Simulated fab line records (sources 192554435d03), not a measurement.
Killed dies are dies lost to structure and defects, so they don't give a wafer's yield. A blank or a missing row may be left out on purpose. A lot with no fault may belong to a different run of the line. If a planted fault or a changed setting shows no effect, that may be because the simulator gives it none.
Split-lot experiment | flow n5-finfet | on a route of 1938 steps: 7 lots, 21 wafers read

## SPLIT DETAILS
At N5_SD_EPI_P_ETCH_16 (etches SiO2 in CHF3/O2, target depth 5 nm), the setting target-depth-a was moved away from the recipe's 50 angstrom on 11 of the 21 wafers read, by -6.9% to +10.9%. For the rest of the wafers, this setting stayed at what the recipe calls for.

The reading comes from the split's own step.

## THE READING
etch.depth-nm (the simulator's own value, which no gauge read), in nm, at N5_SD_EPI_P_ETCH_16 (etches SiO2 in CHF3/O2, target depth 5 nm). There is no usual value for it anywhere in the file. The 10 wafers here that ran the recipe average 4.979 nm, standard deviation 0.067 nm.

wafer  | tool, chamber at the split | target-depth-a as run, angstrom | against the recipe | etch.depth-nm, nm | against lot-mates on the recipe
L074.1 | rie-diel-05, 1             | 50                              | recipe             | 4.856             | -
L074.2 | rie-diel-05, 3             | 50                              | recipe             | 4.991             | -
L074.5 | rie-diel-05, 0             | 50                              | recipe             | 5.045             | -
L082.2 | rie-diel-01, 2             | 46.54                           | -6.9%              | 4.561             | -0.405
L082.5 | rie-diel-01, 3             | 46.54                           | -6.9%              | 4.656             | -0.310
L082.6 | rie-diel-01, 0             | 50                              | recipe             | 4.966             | -
L084.4 | rie-diel-02, 2             | 53.46                           | +6.9%              | 5.348             | +0.491
L084.5 | rie-diel-02, 0             | 53.46                           | +6.9%              | 5.43              | +0.573
L084.6 | rie-diel-02, 3             | 50                              | recipe             | 4.857             | -
L086.1 | rie-diel-01, 1             | 55.47                           | +10.9%             | 5.609             | no lot-mate on the recipe
L086.4 | rie-diel-01, 3             | 55.47                           | +10.9%             | 5.495             | no lot-mate on the recipe
L086.5 | rie-diel-01, 0             | 55.47                           | +10.9%             | 5.553             | no lot-mate on the recipe
L091.1 | rie-diel-01, 2             | 50                              | recipe             | 4.965             | -
L091.4 | rie-diel-01, 1             | 50                              | recipe             | 5.029             | -
L091.5 | rie-diel-01, 0             | 50                              | recipe             | 5.026             | -
L092.3 | rie-diel-01, 2             | 52.65                           | +5.3%              | 5.155             | +0.132
L092.5 | rie-diel-01, 2             | 52.65                           | +5.3%              | 5.174             | +0.151
L092.6 | rie-diel-01, 1             | 50                              | recipe             | 5.023             | -
L093.3 | rie-diel-02, 0             | 50                              | recipe             | 5.037             | -
L093.4 | rie-diel-02, 2             | 53.63                           | +7.3%              | 5.296             | +0.259
L093.6 | rie-diel-02, 0             | 53.63                           | +7.3%              | 5.367             | +0.330

FIT RESULTS
A straight line over all 21 wafers: etch.depth-nm changes by +0.0521 nm for each +1% of target-depth-a; r = +0.97; the points scatter about the line by 0.066 nm.
The same after taking each lot's own level away (the mean of its wafers on the recipe; 18 wafers): +0.0515 nm for each +1%; r = +0.93; scatter 0.094 nm.
The reading moves by 0.56 nm for the largest change in target-depth-a, on that fit.
The span of the lots' own levels, 4.8570 to 5.0370 nm, comes to 2.7 times the standard deviation stated above.
Hence the lot-to-lot level has little effect on the slope; both slopes agree.
Check: for one of the wafers moved furthest among these (+7.3%), held out of the fit, the line's prediction against its lot-mates is +0.392 nm. Against them it came out at +0.259 nm.

## OTHER SPLITS ON THESE WAFERS
These wafers also went through other splits before the reading. Each is held against what the fit with the lots' levels taken away leaves over:
other split on the same wafers                    | wafers away from the commonest value | r with etch.depth-nm (lot level and that fit taken away)
N5_PMOS_HMC_CHANNEL_EPI_PEB_07 peb-temp-c         | 5                                    | -0.22
N5_PMOS_HMC_CHANNEL_EPI_DEVELOP_08 develop-time-s | 5                                    | +0.09
N5_FIN_SAQP_SPACER1_ALD_24 temp-c                 | 9                                    | -0.29
N5_DUMMY_GATE_COAT_28 spin-rpm                    | 9                                    | -0.06
N5_DUMMY_GATE_EXPOSE_12 dose-mj                   | 3                                    | -0.07
N5_SD_EPI_P_EXPOSE_06 dose-mj                     | 6                                    | -0.47

## THE FILE'S OWN FIT
etch.depth-nm changes by +0.0512 nm for each +1% of target-depth-a, r = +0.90.
